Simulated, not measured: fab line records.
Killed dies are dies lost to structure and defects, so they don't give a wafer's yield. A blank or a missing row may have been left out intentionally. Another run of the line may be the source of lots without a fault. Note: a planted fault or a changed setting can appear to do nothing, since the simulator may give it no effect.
Matching of chambers | flow nand-harc | NHARC_A_CHANNEL_HOLE_D1_ETCH_38 on rie-diel-10 has 4 sister chambers
The step etches the open film in CF4, target depth 39 nm, time 65 s. 4 wafers are shown with their chamber, then 9 later ones without.

== WAFERS, EACH WITH ITS CHAMBER ==
wafer  | chamber | showerhead-plenum-p-Torr (Torr)
L888.1 | 3       | 1.72
L898.5 | 2       | 1.86
L899.3 | 1       | 1.73
L899.6 | 0       | 1.73

== WAFERS WHOSE CHAMBER IS MISSING ==
wafer  | showerhead-plenum-p-Torr (Torr)
L901.1 | 1.73
L901.2 | 1.73
L901.3 | 1.72
L902.1 | 1.73
L902.4 | 1.73
L902.5 | 1.86
L903.2 | 1.73
L903.3 | 1.71
L903.4 | 1.73

== CHAMBER TAKEN BY EACH ==
wafer  | from the rows above     | in truth
L901.1 | can't be placed: 0 or 1 | 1
L901.2 | can't be placed: 0 or 1 | 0
L901.3 | 3                       | 3
L902.1 | can't be placed: 0 or 1 | 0
L902.4 | can't be placed: 0 or 1 | 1
L902.5 | 2                       | 2
L903.2 | can't be placed: 0 or 1 | 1
L903.3 | 3                       | 3
L903.4 | can't be placed: 0 or 1 | 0
3 of 9 placed correctly. Can't be placed from these rows: 6 (the true chamber is among the candidates in 6). Placed wrongly: 0.
How it was worked out, from the rows above alone: a wafer's distance from a chamber is the root of the sum, over the readings, of the square of ((its reading less the chamber's mean) divided by the reading's scatter). The wafer belongs to the nearest chamber; if the next one is less than 2 further off, it can't be placed. For every chamber, the mean is computed from those of its wafers that are shown. The scatter (one wafer shown for each chamber): square how far every hidden wafer sits from the nearest shown wafer, average those squares and take the square root.
